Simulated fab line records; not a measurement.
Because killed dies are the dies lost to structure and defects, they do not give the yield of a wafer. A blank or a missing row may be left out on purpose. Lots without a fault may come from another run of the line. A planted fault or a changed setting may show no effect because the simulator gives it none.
fab line records | flow n5_finfet | part 1 of 2: steps 1 to 3 of 6
[record] lots = 24 wafers = 72 last_day = 18
route steps=1938 shown BEOL_M5@1135 BEOL_M6@1196
lots that met no fault: from a run of the same line without faults
start_h: hours from the record's opening day to when the first of the lot's shown wafers began | wait_h: hours elapsed since this lot's preceding step | " repeats the value in the row above | L1.1+2: several wafers, shown together as one row | - no value, or no start given | * or withheld: withheld | < > ~ a bound
route shown NAME@n: a module of which the file shows steps, and the number in the route of the first | usual: the fault-free wafers' mean and standard deviation | same: alike in all rows | chamber/n: place in a boat | sites: per-site readings | _std_site: standard deviation of those values | _edge_site: inner sites' mean taken away from outer sites' mean | radius_mm: for every site, how far away it sits from the centre of the wafer | mask NAME#n: copy n | behind: the tool/chamber that last shaped the wafer | hold: why the lot was held/for how many hours/how that ended | device: the n, p or np transistor that did not switch | end of line: at the end of the route, the tests of the same wafers | a step given without rows: its recipe and nothing more | killed: at the first sort, the dies lost to defects and structure; wafer yield is something else | map: the dies of a wafer, with x for killed, . for not killed, _ for no die there
set.NAME: the setting as run; set.NAME@STEP: as run at that earlier step | model.NAME: the simulator's own value behind a step, which no gauge read
a sample of lots followed through the steps of the route, with each step as a table and each wafer as a row
services: the hour from which a tool's chamber was out of use, counted from the record's first day as start_h (under 0 if before that day), plus the number of hours and why
[[steps]]
[step N5_BEOL_M5_STRIP_64]
[recipe] chemistry = CF4 resist = SiARC power_w = 300 bias_power_w = 75 pressure_mtorr = 50 cf4_flow_sccm = 150 rf_frequency_hz = 6e+07
[usual] drypump_motor_current_A = 5.5/0.45 oes_product_au = 0.79/0.083 rf_fwd_power_W = 292.5/0.83 rf_vpp_V = 270.8/1.4 showerhead_plenum_p_Torr = 1.78/0.046 throttle_valve_pct = 13.7/0.32
// columns lot.wafer tool chamber start_h wait_h drypump_motor_current_A oes_product_au rf_fwd_power_W rf_hours_counter_h rf_vpp_V showerhead_plenum_p_Torr throttle_valve_pct
L074.1 rie_diel-02 3 187.29 0.0 5.0 0.76 293.8 136 269.7 1.74 14.0
L074.3 " 1 " " 5.9 0.82 292.6 70 270.8 1.75 13.3
L074.5 " 1 " " 5.9 0.82 291.9 - 269.6 1.75 13.2
L075.3 rie_diel-06 2 187.53 0.0 4.8 0.97 292.5 1 271.5 1.83 13.2
L075.4 " 0 " " 5.3 0.84 294.2 - 270.5 1.77 13.7
L075.6 " 2 " " 4.8 0.96 293.2 - 271.2 1.83 13.2
L076.1 rie_diel-06 3 201.10 0.0 5.3 0.73 293.8 174 270.3 1.73 14.0
L076.3 " 0 " " 5.3 0.83 291.7 64 269.7 1.76 13.7
L076.6 " 2 " " 4.8 0.93 292.6 - 272.5 1.83 13.2
L077.1 rie_diel-06 3 201.33 0.0 5.2 0.73 293.1 174 270.4 1.73 14.0
L077.3 " 0 " " 5.3 0.83 293.0 64 270.2 1.76 13.7
L077.5 " 2 " " 4.8 0.93 293.0 - 270.9 1.83 13.2
L078.2 rie_diel-04 1 204.22 0.0 6.5 0.78 291.3 116 270.9 1.81 13.4
L078.4 " 3 " " 5.3 0.70 293.4 217 271.7 1.84 13.6
L078.5 " 3 " " 5.3 0.70 294.2 - 272.7 1.84 13.6
L080.1 rie_diel-02 2 209.50 0.0 5.8 0.67 292.9 234 271.8 1.79 13.6
L080.2 " 1 " " 5.9 0.81 291.6 76 269.2 1.74 13.3
L080.6 " 3 " " 5.1 0.75 292.6 - 270.4 1.74 14.1
L079.3 rie_diel-04 0 209.63 0.0 5.6 0.95 291.5 2 273.0 1.78 13.6
L079.4 " 1 " " 6.5 0.77 292.7 117 272.2 1.81 13.4
L079.6 " 0 " " 5.6 0.96 293.5 - 270.3 1.78 13.6
L082.2 rie_diel-02 0 229.35 0.0 6.0 0.74 293.9 189 271.5 1.78 14.0
L082.4 " 1 " " 5.9 0.81 291.6 83 270.4 1.74 13.3
L082.6 " 1 " " 5.9 0.80 291.2 - 271.4 1.74 13.3
L081.2 rie_diel-02 2 229.94 0.0 5.8 0.67 291.8 241 270.1 1.79 13.7
L081.4 " 3 " " 5.1 0.75 292.4 147 270.1 1.74 14.1
L081.5 " 2 " " 5.8 0.67 293.1 - 271.0 1.79 13.7
L083.2 rie_diel-04 1 234.05 0.0 6.5 0.76 291.3 125 272.7 1.81 13.4
L083.4 " 3 " " 5.3 0.70 292.3 226 271.9 1.84 13.6
L083.5 " 3 " " 5.3 0.70 292.4 - 271.2 1.84 13.6
L084.1 rie_diel-02 3 234.22 0.0 5.1 0.74 293.4 148 269.0 1.74 14.0
L084.3 " 1 " " 5.9 0.81 291.8 84 271.1 1.74 13.3
L084.4 " 2 " " 5.7 0.66 293.8 243 269.7 1.79 13.7
L085.3 rie_diel-06 2 255.07 0.0 4.8 0.88 293.4 23 272.4 1.82 13.2
L085.5 " 2 " " 4.8 0.89 293.5 - 272.5 1.82 13.2
L085.6 " 3 " " 5.3 0.71 293.4 - 268.7 1.72 14.0
L087.2 rie_diel-06 2 255.34 0.0 4.8 0.88 291.5 24 272.7 1.82 13.2
L087.4 " 0 " " 5.3 0.80 292.9 - 269.8 1.76 13.8
L087.6 " 3 " " 5.3 0.70 293.2 - 271.3 1.72 14.0
L088.2 rie_diel-06 3 258.91 0.0 5.3 0.70 293.0 199 270.1 1.72 14.0
L088.3 " 2 " " 4.8 0.88 292.6 25 271.4 1.82 13.2
L088.5 " 3 " " 5.3 0.70 292.5 - 269.4 1.72 14.0
L086.1 rie_diel-02 2 261.47 0.0 5.8 0.65 291.5 250 271.4 1.79 13.7
L086.2 " 3 " " 5.0 0.74 292.3 152 268.5 1.73 14.1
L086.5 " 3 " " 5.1 0.75 292.4 - 269.7 1.73 14.1
L089.2 rie_diel-02 1 266.16 0.0 5.9 0.81 292.9 94 272.1 1.74 13.3
L089.4 " 3 " " 5.0 0.74 291.2 - 269.8 1.73 14.0
L089.6 " 0 " " 6.0 0.72 290.9 - 270.3 1.77 14.0
L091.2 rie_diel-06 1 273.30 0.0 5.1 0.93 292.2 12 273.7 1.90 13.3
L091.4 " 3 " " 5.3 0.71 292.2 202 269.0 1.72 14.0
L091.6 " 1 " " 5.1 0.92 293.5 - 273.3 1.90 13.3
L090.1 rie_diel-06 1 283.56 0.0 5.1 0.90 292.5 16 274.0 1.90 13.3
L090.5 " 0 " " 5.3 0.80 292.3 - 270.2 1.76 13.8
L090.6 " 3 " " 5.3 0.71 294.3 - 269.8 1.72 14.0
L092.2 rie_diel-02 0 287.08 0.0 6.0 0.72 292.3 208 268.7 1.77 14.0
L092.5 " 1 " " 5.9 0.79 291.1 - 269.1 1.74 13.3
L092.6 " 0 " " 5.9 0.72 291.4 - 272.0 1.77 14.0
L093.3 rie_diel-06 3 289.68 0.0 5.3 0.71 291.8 209 268.6 1.72 14.0
L093.4 " 0 " " 5.3 0.80 292.9 96 269.6 1.76 13.8
L093.5 " 0 " " 5.3 0.79 292.7 - 268.5 1.76 13.8
L094.4 rie_diel-04 0 307.66 0.0 5.6 0.87 291.5 32 270.6 1.77 13.7
L094.5 " 2 " " 6.1 0.96 291.2 - 272.2 1.84 13.4
L094.6 " 1 " " 6.5 0.74 292.0 - 271.6 1.80 13.5
L095.1 rie_diel-02 0 307.93 0.0 6.0 0.72 292.6 215 270.3 1.77 14.0
L095.5 " 3 " " 5.0 0.72 292.0 - 269.6 1.73 14.1
L095.6 " 0 " " 6.0 0.71 292.2 - 270.8 1.77 14.0
L097.1 rie_diel-06 1 328.54 0.0 5.2 0.88 291.8 31 273.6 1.90 13.3
L097.4 " 3 " " 5.3 0.70 292.7 222 269.7 1.72 14.1
L097.5 " 0 " " 5.3 0.78 291.3 - 271.0 1.75 13.8
L096.1 rie_diel-02 2 331.94 0.0 5.8 0.90 291.9 16 272.0 1.78 13.2
L096.2 " 0 " " 5.9 0.71 293.0 224 270.6 1.77 14.1
L096.3 " 1 " " 5.9 0.77 293.8 117 269.0 1.73 13.4
[step N5_BEOL_M5_STRIP_19]
[recipe] chemistry = O2 power_w = 400 temp_c = 40 pressure_mtorr = 30 rf_frequency_hz = 6e+07 bias_power_w = 0 overash_fraction = 0.2 o2_flow_sccm = 225
[usual] drypump_motor_current_A = 5.5/0.5 oes_product_au = 0.80/0.092 rf_vpp_V = 3.6/0.45 showerhead_plenum_p_Torr = 2.08/0.071 throttle_valve_pct = 16.72/0.27
// columns lot.wafer tool chamber start_h wait_h drypump_motor_current_A oes_product_au rf_hours_counter_h rf_vpp_V showerhead_plenum_p_Torr throttle_valve_pct
L074.1 rie_diel-06 2 187.55 0.2 4.8 0.97 1 4.6 2.15 16.31
L074.3 " 3 " " 5.3 0.74 168 4.1 1.98 16.86
L074.5 " 3 " " 5.3 0.73 - 3.9 1.98 16.86
L075.3 rie_diel-06 3 187.68 0.1 5.3 0.74 168 3.1 1.98 16.87
L075.4 " 3 " " 5.3 0.74 - 4.0 1.98 16.85
L075.6 " 0 " " 5.4 0.86 - 3.8 2.06 16.88
L076.1 rie_diel-06 0 201.43 0.2 5.3 0.85 64 3.0 2.05 16.90
L076.3 " 2 " " 4.8 0.95 7 3.7 2.15 16.32
L076.6 " 2 " " 4.8 0.94 - 4.2 2.14 16.31
L077.1 rie_diel-04 1 201.48 0.1 6.5 0.78 115 3.5 2.13 16.53
L077.3 " 2 " " 6.1 0.68 228 4.0 2.16 17.10
L077.5 " 1 " " 6.5 0.78 - 3.6 2.13 16.51
L078.2 rie_diel-06 3 204.37 0.1 5.3 0.72 176 3.8 1.98 16.87
L078.4 " 2 " " 4.8 0.93 - 3.6 2.14 16.32
L078.5 " 0 " " 5.3 0.84 - 3.0 2.05 16.89
L080.1 rie_diel-04 0 209.69 0.1 5.6 0.96 2 3.6 2.08 16.80
L080.2 " 1 " " 6.5 0.77 118 3.0 2.13 16.53
L080.6 " 0 " " 5.6 0.95 - 3.8 2.08 16.80
L079.3 rie_diel-02 1 209.92 0.2 5.9 0.83 76 3.6 2.04 16.40
L079.4 " 0 " " 6.0 0.74 183 3.6 2.06 16.95
L079.6 " 3 " " 5.1 0.75 - 3.4 2.00 17.03
L082.2 rie_diel-04 1 229.66 0.2 6.5 0.77 123 2.8 2.12 16.54
L082.4 " 0 " " 5.6 0.94 8 4.7 2.08 16.80
L082.6 " 1 " " 6.5 0.76 - 3.9 2.12 16.52
L081.2 rie_diel-04 2 230.18 0.2 6.1 0.68 237 3.0 2.16 17.12
L081.4 " 3 " " 5.3 0.71 225 3.4 2.16 16.65
L081.5 " 2 " " 6.1 0.68 - 3.1 2.16 17.13
L083.2 rie_diel-06 3 234.24 0.1 5.3 0.72 188 3.2 1.97 16.90
L083.4 " 2 " " 4.8 0.91 - 4.2 2.14 16.32
L083.5 " 0 " " 5.4 0.82 - 3.8 2.05 16.91
L084.1 rie_diel-06 0 234.41 0.1 5.3 0.83 75 4.0 2.05 16.90
L084.3 " 2 " " 4.8 0.91 15 3.8 2.14 16.31
L084.4 " 3 " " 5.3 0.72 - 4.3 1.97 16.90
L085.3 rie_diel-02 1 255.30 0.1 5.9 0.82 91 3.3 2.04 16.44
L085.5 " 1 " " 5.9 0.83 - 3.6 2.04 16.43
L085.6 " 0 " " 6.0 0.74 - 3.8 2.06 16.99
L087.2 rie_diel-06 2 255.49 0.1 4.8 0.90 24 3.3 2.14 16.34
L087.4 " 0 " " 5.3 0.83 - 3.1 2.05 16.93
L087.6 " 2 " " 4.8 0.90 - 2.4 2.14 16.33
L088.2 rie_diel-06 3 259.06 0.1 5.3 0.71 199 3.7 1.97 16.92
L088.3 " 0 " " 5.3 0.82 86 3.8 2.05 16.92
L088.5 " 2 " " 4.8 0.88 - 3.5 2.14 16.35
L086.1 rie_diel-04 0 261.62 0.1 5.5 0.93 16 3.8 2.08 16.84
L086.2 " 2 " " 6.1 0.68 246 3.3 2.16 17.13
L086.5 " 2 " " 6.1 0.68 - 3.2 2.16 17.11
L089.2 rie_diel-02 3 266.31 0.1 5.0 0.75 153 3.6 2.00 17.06
L089.4 " 0 " " 6.0 0.73 - 3.5 2.06 17.00
L089.6 " 3 " " 5.0 0.76 - 2.9 2.00 17.07
L091.2 rie_diel-06 1 273.45 0.1 5.2 0.95 13 2.9 2.24 16.42
L091.4 " 3 " " 5.3 0.70 203 3.9 1.97 16.94
L091.6 " 3 " " 5.3 0.70 - 4.0 1.97 16.93
L090.1 rie_diel-06 0 283.86 0.2 5.3 0.80 93 3.9 2.05 16.95
L090.5 " 2 " " 4.8 0.87 - 3.5 2.14 16.36
L090.6 " 1 " " 5.1 0.94 - 3.6 2.24 16.42
L092.2 rie_diel-04 1 287.33 0.2 6.5 0.74 142 3.5 2.12 16.56
L092.5 " 0 " " 5.6 0.90 - 3.7 2.07 16.84
L092.6 " 1 " " 6.5 0.74 - 3.6 2.12 16.56
L093.3 rie_diel-02 0 289.83 0.1 6.0 0.72 210 4.0 2.05 17.01
L093.4 " 3 " " 5.0 0.75 163 4.2 1.99 17.08
L093.5 " 3 " " 5.0 0.75 - 4.1 1.99 17.06
L094.4 rie_diel-04 3 307.84 0.1 5.3 0.69 241 3.2 2.16 16.66
L094.5 " 2 " " 6.1 0.98 - 3.5 2.15 16.61
L094.6 " 1 " " 6.5 0.75 - 3.4 2.12 16.58
L095.1 rie_diel-06 2 308.13 0.1 4.8 0.85 41 3.3 2.13 16.38
L095.5 " 0 " " 5.4 0.80 - 3.0 2.04 16.96
L095.6 " 3 " " 5.2 0.69 - 3.6 1.96 16.96
L097.1 rie_diel-04 3 328.79 0.2 5.3 0.68 247 4.3 2.15 16.66
L097.4 " 1 " " 6.5 0.75 155 3.7 2.11 16.59
L097.5 " 1 " " 6.5 0.75 - 2.7 2.11 16.59
L096.1 rie_diel-06 2 332.09 0.1 4.8 0.85 49 3.5 2.13 16.39
L096.2 " 0 " " 5.3 0.79 110 4.2 2.04 16.98
L096.3 " 1 " " 5.1 0.91 33 4.6 2.23 16.46
[step N5_BEOL_M5_ETCH_67]
[recipe] chemistry = CF4 target = SiARC target_depth_a = 156 mask_material = CAR-EUV time_s = 26 ion_energy_ev = 80 pressure_mtorr = 40 source_w = 545 bias_w = 36 Ar_flow_sccm = 100 cf4_flow_sccm = 100 ends = cleared
[usual] bias_w = 36.01/0.11 drypump_motor_current_A = 5.7/0.49 etch_rf_on_time_s = 26.2/0.6 oes_product_au = 0.66/0.074 rf_fwd_power_W = 531.7/2 rf_vpp_V = 183.8/1 showerhead_plenum_p_Torr = 2.14/0.053 throttle_valve_pct = 15.69/0.29
// columns lot.wafer tool chamber start_h wait_h bias_w drypump_motor_current_A etch_rf_on_time_s oes_product_au rf_fwd_power_W rf_hours_counter_h rf_vpp_V showerhead_plenum_p_Torr throttle_valve_pct
L074.1 rie_diel-04 1 188.25 0.0 35.94 6.5 26.1 0.67 532.0 110 184.1 2.15 15.34
L074.3 " 2 " " 35.87 6.1 26.7 0.59 529.0 225 184.8 2.21 16.02
L074.5 " 1 " " 36.01 6.5 26.1 0.66 530.5 - 183.2 2.15 15.35
L075.3 rie_diel-02 2 188.43 0.0 36.06 5.7 27.4 0.56 531.6 228 183.6 2.12 15.56
L075.4 " 0 " " 35.97 6.0 25.9 0.65 531.9 177 184.2 2.13 15.99
L075.6 " 1 " " 35.92 5.9 25.4 0.72 533.4 - 183.3 2.08 15.29
L077.1 rie_diel-06 3 202.18 0.0 36.05 5.3 25.6 0.63 532.2 175 183.9 2.06 15.99
L077.3 " 2 " " 35.93 4.8 27.0 0.78 532.5 7 184.2 2.20 15.29
L077.5 " 2 " " 36.02 4.8 27.0 0.78 531.4 - 184.2 2.20 15.28
L076.1 rie_diel-04 3 202.35 0.0 36.08 5.3 26.6 0.60 534.2 216 185.2 2.21 15.58
L076.3 " 2 " " 35.85 6.1 26.8 0.58 530.0 229 184.4 2.21 16.01
L076.6 " 1 " " 35.95 6.5 26.3 0.67 533.5 - 183.5 2.14 15.34
L078.2 rie_diel-06 2 207.59 0.0 35.98 4.8 27.4 0.77 531.6 10 184.3 2.20 15.28
L078.4 " 0 " " 35.96 5.4 26.3 0.70 533.6 - 182.0 2.09 15.77
L078.5 " 2 " " 35.97 4.8 26.9 0.78 530.9 - 184.4 2.20 15.28
L079.3 rie_diel-04 3 211.66 0.0 36.06 5.3 26.6 0.60 529.8 219 185.0 2.21 15.61
L079.4 " 1 " " 35.97 6.5 26.5 0.66 528.0 118 184.6 2.14 15.36
L079.6 " 2 " " 35.98 6.1 27.0 0.58 529.0 - 184.5 2.21 16.02
L080.1 rie_diel-02 2 212.03 0.0 35.97 5.8 27.2 0.57 529.4 235 182.9 2.12 15.57
L080.2 " 3 " " 35.94 5.1 25.4 0.66 532.6 141 182.4 2.08 16.13
L080.6 " 1 " " 35.86 5.9 25.1 0.72 535.1 - 181.4 2.08 15.30
L082.2 rie_diel-04 1 230.43 0.0 35.88 6.5 26.5 0.65 532.1 124 184.3 2.14 15.40
L082.4 " 2 " " 36.05 6.1 27.0 0.57 530.0 237 183.1 2.20 16.04
L082.6 " 2 " " 36.06 6.1 27.2 0.57 530.9 - 184.0 2.20 16.04
L081.2 rie_diel-04 1 232.55 0.0 35.91 6.5 26.3 0.66 531.4 124 183.4 2.14 15.36
L081.4 " 2 " " 35.86 6.1 26.8 0.57 528.7 238 185.3 2.20 16.03
L081.5 " 3 " " 36.20 5.3 26.4 0.60 534.6 - 185.9 2.21 15.63
L083.2 rie_diel-02 2 237.46 0.0 35.98 5.8 27.2 0.55 530.8 243 184.4 2.12 15.60
L083.4 " 3 " " 36.03 5.0 25.5 0.65 528.9 148 183.0 2.07 16.13
L083.5 " 3 " " 36.12 5.0 25.8 0.66 529.2 - 183.3 2.07 16.13
L084.1 rie_diel-06 3 237.58 0.0 35.94 5.3 25.4 0.63 530.6 189 182.0 2.06 16.03
L084.3 " 0 " " 36.26 5.3 26.7 0.69 529.2 77 183.0 2.09 15.78
L084.4 " 2 " " 35.86 4.8 27.4 0.76 532.0 - 184.7 2.20 15.30
L087.2 rie_diel-04 2 257.59 0.0 36.07 6.1 26.2 0.57 534.9 244 184.1 2.20 16.03
L087.4 " 3 " " 35.99 5.3 26.8 0.59 530.1 231 184.3 2.21 15.63
L087.6 " 3 " " 35.93 5.3 26.3 0.59 528.9 - 184.0 2.21 15.64
L085.3 rie_diel-02 3 258.03 0.0 36.06 5.1 25.5 0.65 534.6 151 182.8 2.07 16.14
L085.5 " 0 " " 36.18 5.9 25.7 0.63 531.3 - 184.9 2.12 16.03
L085.6 " 3 " " 36.05 5.0 25.6 0.65 534.7 - 182.0 2.07 16.13
L088.2 rie_diel-04 3 259.74 0.0 36.12 5.3 26.5 0.58 529.0 232 184.5 2.21 15.64
L088.3 " 1 " " 35.87 6.5 26.7 0.65 531.3 131 183.5 2.14 15.39
L088.5 " 1 " " 35.76 6.5 26.6 0.65 529.5 - 184.0 2.14 15.39
L086.1 rie_diel-04 2 265.20 0.0 35.92 6.1 26.3 0.57 533.9 247 184.7 2.20 16.04
L086.2 " 1 " " 35.97 6.5 26.4 0.66 533.3 133 184.5 2.14 15.40
L086.5 " 3 " " 35.99 5.3 26.2 0.59 529.7 - 183.5 2.21 15.64
L089.2 rie_diel-04 0 272.30 0.0 36.11 5.5 25.8 0.78 533.4 17 184.6 2.11 15.68
L089.4 " 3 " " 35.98 5.3 26.4 0.59 529.6 235 185.2 2.21 15.65
L089.6 " 2 " " 35.92 6.1 26.1 0.58 535.4 - 185.4 2.20 16.05
L091.2 rie_diel-04 2 274.31 0.0 35.98 6.1 26.3 0.58 530.6 249 185.4 2.20 16.05
L091.4 " 3 " " 35.91 5.3 26.2 0.58 533.3 236 186.1 2.21 15.65
L091.6 " 3 " " 36.09 5.3 26.7 0.58 531.1 - 185.1 2.21 15.65
L090.1 rie_diel-02 1 284.56 0.0 36.00 5.9 25.1 0.70 532.5 101 182.5 2.07 15.33
L090.5 " 1 " " 35.96 5.9 25.3 0.69 535.8 - 184.1 2.07 15.32
L090.6 " 2 " " 35.94 5.7 25.9 0.82 530.6 - 183.3 2.12 15.18
L092.2 rie_diel-04 1 288.23 0.0 36.08 6.5 26.3 0.64 530.9 143 182.8 2.13 15.41
L092.5 " 1 " " 36.23 6.5 26.2 0.65 531.8 - 184.2 2.13 15.41
L092.6 " 0 " " 36.16 5.6 26.1 0.76 532.4 - 183.5 2.10 15.70
L093.3 rie_diel-04 0 294.53 0.0 36.18 5.6 25.6 0.76 529.7 - 182.0 2.10 15.71
L093.4 " 1 " " 35.90 6.4 26.3 0.63 529.3 - 183.1 2.13 15.42
L093.5 " 1 " " 35.98 6.5 26.4 0.64 529.9 - 184.9 2.13 15.40
L094.4 rie_diel-02 2 308.71 0.0 36.15 5.8 26.5 0.78 530.2 9 183.2 2.11 15.18
L094.5 " 3 " " 35.86 5.1 25.5 0.63 532.0 - 183.9 2.07 16.16
L094.6 " 0 " " 36.04 5.9 25.9 0.62 528.7 - 182.9 2.12 16.09
L095.1 rie_diel-02 3 309.73 0.0 36.28 5.0 25.4 0.64 532.5 169 181.9 2.07 16.17
L095.5 " 1 " " 36.01 5.9 25.1 0.68 538.7 - 183.1 2.07 15.36
L095.6 " 0 " " 35.84 6.0 25.5 0.62 531.9 - 184.6 2.12 16.05
L097.1 rie_diel-04 1 330.85 0.0 36.08 6.5 26.2 0.63 534.0 156 184.3 2.13 15.44
L097.4 " 0 " " 36.03 5.5 26.3 0.74 528.9 38 182.6 2.10 15.73
L097.5 " 2 " " 35.91 6.1 26.7 0.79 533.5 - 184.6 2.20 15.55
L096.1 rie_diel-06 3 336.04 0.0 36.06 5.3 25.5 0.61 529.5 223 183.2 2.04 16.10
L096.2 " 2 " " 36.05 4.8 27.5 0.71 531.8 50 185.1 2.19 15.38
L096.3 " 0 " " 35.89 5.4 26.8 0.66 531.7 112 183.1 2.08 15.85
